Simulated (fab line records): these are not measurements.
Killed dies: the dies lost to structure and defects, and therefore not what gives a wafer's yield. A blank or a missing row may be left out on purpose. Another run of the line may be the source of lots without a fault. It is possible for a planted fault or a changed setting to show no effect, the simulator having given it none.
Problem report in the 8D (eight disciplines) form, filled by code	flow nand harc	the parts of the form that need people (team, actions taken, sign-off) are left out

== 1. THE ISSUE ==
Wafers without a fault read 261, standard deviation 81; raw defect count at NHARC_A_CHANNEL_HOLE_D2_INSPECT_40 reads a mean of 1065 on 6 wafers belonging to 2 lots. That puts it +9.9 standard deviations away from the usual mean.
First observed at day 19 14:20: wafer L372.2, on defect inspect-01. Wafers with a number at this step in the record: 30, from 10 lots. Rule for "out" (also "out of limits"): further than 4 standard deviations from the usual mean. The other wafers with a number count as sound.

== 2. WHAT IT IS, WHAT IT ISN'T ==
question	is	is not
which readings at this step	raw defect count	-
which lots	L372, L374	L360, L361, L362, L364, L366, L377, L380, L381
which wafers of those lots	all that have a number	-
read on which gauges	defect inspect-01, defect inspect-02	-
when	from day 19 14:20	up to then (15 sound wafers); but 9 sound wafers of L377, L380, L381 came after

== 3. THE SUSPECTS, EACH WITH WHAT RULES IT OUT ==
Counting: any tool at a process step up to the reading is kept as a suspect provided that every lot that is out went through it and no sound lot did after the first of them.
- ruled out: the gauge at NHARC_A_CHANNEL_HOLE_D2_INSPECT_40. The wafers that are out were read on 2 gauges (defect inspect-01, defect inspect-02).
- rie diel-13 at NHARC_A_CHANNEL_HOLE_D2_ETCH_39 (etches the open film in N2/H2, target depth 260 nm, time 325 s): ruled out as a lasting fault. Sound lots L381 ran on it after its first lot that is out, L372 (day 19 07:30).
Left after counting: nothing in the record.

== 4. THE CAUSE (what the simulator had put in) ==
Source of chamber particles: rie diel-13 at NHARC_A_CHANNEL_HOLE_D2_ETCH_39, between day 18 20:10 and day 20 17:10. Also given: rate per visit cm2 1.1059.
It was ruled out by counting, in error; the rule expects a fault to strike all lots run on its tool from its start on, and this fault did not.

== 5. SEQUENCE OF EFFECTS, ordered by route ==
Each row: a reading whose mean over the struck wafers that have a number lies more than 3 standard deviations from the usual. Only readings for which the record gives a usual standard deviation are gone through. hours: the time from each lot's start at the first step in this table that gives one to its start at this step, as a median over the lots. sigmas: the change in usual standard deviations.
hours	step	reading	usual	on struck wafers	change	sigmas
0	NHARC_A_CHANNEL_HOLE_D2_INSPECT_40	raw defect count	261	1065	+804	+9.9
255	NHARC_END_SORT_01	killed at array	53	132	+79	+3.8
255	NHARC_END_SORT_01	killed dies	58	136	+78	+3.7

== 6. HOW IT WOULD HAVE BEEN CAUGHT EARLIER ==
In this record the first reading out of limits at a measuring or inspecting step was taken at day 19 14:20, 18 hours after the fault began at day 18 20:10.
Tool readings at NHARC_A_CHANNEL_HOLE_D2_ETCH_39 with a usual standard deviation given in the record: none out on any struck wafer, hence no alarm at a limit of 4 standard deviations on them.
